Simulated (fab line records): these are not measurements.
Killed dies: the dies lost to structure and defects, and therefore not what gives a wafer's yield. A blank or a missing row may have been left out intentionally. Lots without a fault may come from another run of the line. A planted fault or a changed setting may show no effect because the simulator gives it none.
Lot-split experiment -- flow n5_finfet -- on a route of 1938 steps: 7 lots, 21 wafers read

## ABOUT THE SPLIT
At N5_BEOL_M13_ETCH_68 (etches SOC in N2/H2, time 355 s), the setting time_s was moved away from the recipe's 355 s on 10 of the 21 wafers read, by -11.7% to +19.0%. The other wafers ran this setting at the recipe's value.

Reading taken at the split's own step.

## THE READING
SiARC_of_BEOL_M13_COAT_66.thk_nm (the simulator's own value, which no gauge read), in nm, at N5_BEOL_M13_ETCH_68 (etches SOC in N2/H2, time 355 s). The file does not state a usual value for it. Here, 11 wafers ran the recipe; their average is 77.7 nm with a standard deviation of 0.38 nm.

wafer,"tool, chamber at the split","time_s as run, s",against the recipe,"SiARC_of_BEOL_M13_COAT_66.thk_nm, nm",against lot-mates on the recipe
L074.4,"rie_diel-04, 0",422.6,+19.0%,71.8,-5.8
L074.5,"rie_diel-04, 0",422.6,+19.0%,71.8,-5.8
L074.6,"rie_diel-04, 1",355,recipe,77.6,-
L075.2,"rie_diel-06, 2",355,recipe,77.8,-
L075.3,"rie_diel-06, 1",409.6,+15.4%,72.4,-5.3
L075.4,"rie_diel-06, 0",355,recipe,77.6,-
L084.3,"rie_diel-03, 3",355,recipe,77.4,-
L084.5,"rie_diel-03, 0",355,recipe,77.8,-
L084.6,"rie_diel-03, 3",355,recipe,77.2,-
L088.1,"rie_diel-03, 1",404.7,+14.0%,73,no lot-mate on the recipe
L088.3,"rie_diel-03, 3",404.7,+14.0%,71.8,no lot-mate on the recipe
L088.5,"rie_diel-03, 1",404.7,+14.0%,73.2,no lot-mate on the recipe
L091.1,"rie_diel-04, 0",355,recipe,78,-
L091.2,"rie_diel-04, 3",313.6,-11.7%,80.4,+2.4
L091.5,"rie_diel-04, 3",313.6,-11.7%,80.2,+2.2
L093.1,"rie_diel-06, 1",333,-6.2%,80,+2.8
L093.2,"rie_diel-06, 3",355,recipe,77.2,-
L093.5,"rie_diel-06, 2",333,-6.2%,79.4,+2.2
L097.4,"rie_diel-06, 0",355,recipe,78.6,-
L097.5,"rie_diel-06, 2,3",355,recipe,77.8,-
L097.6,"rie_diel-06, 2,3",355,recipe,77.8,-
When a row names more than one chamber, that row covers several wafers, and the file does not tell which wafer ran in which chamber.

THE FIT
A straight line over all 21 wafers: SiARC_of_BEOL_M13_COAT_66.thk_nm changes by -0.311 nm for each +1% of time_s; r = -0.98; the points scatter about the line by 0.55 nm.
The same after taking each lot's own level away (the mean of its wafers on the recipe; 18 wafers): -0.294 nm for each +1%; r = -0.98; scatter 0.54 nm.
Per that fit: largest time_s move, reading shift of 5.6 nm.
Across the lots, their own levels run from 77.20 to 78.07 nm, a range of 2.3 times the standard deviation given above.
The two slopes agree, so the slope changes little with the lot-to-lot level.
Check: -5.67 nm against its lot-mates is what the line predicts for one of the wafers moved furthest among these (+19.0%) when that wafer is left out of the fit. Against them it came out at -5.8 nm.

## THE OTHER SPLITS THESE WAFERS WENT THROUGH
Note: prior to the reading, these wafers also went through further splits. Each is held against what the fit with the lots' levels taken away leaves over:
other split on the same wafers,wafers away from the commonest value,r with SiARC_of_BEOL_M13_COAT_66.thk_nm (lot level and that fit taken away)
N5_BEOL_M8_TRENCH_ETCH_37 source_w,7,-0.23
N5_BEOL_M10_ETCH_62 time_s,6,-0.23
N5_BEOL_M11_ETCH_41 time_s,7,+0.45

## THE FILE'S OWN FIT
SiARC_of_BEOL_M13_COAT_66.thk_nm changes by -0.303 nm for each +1% of time_s, r = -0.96.
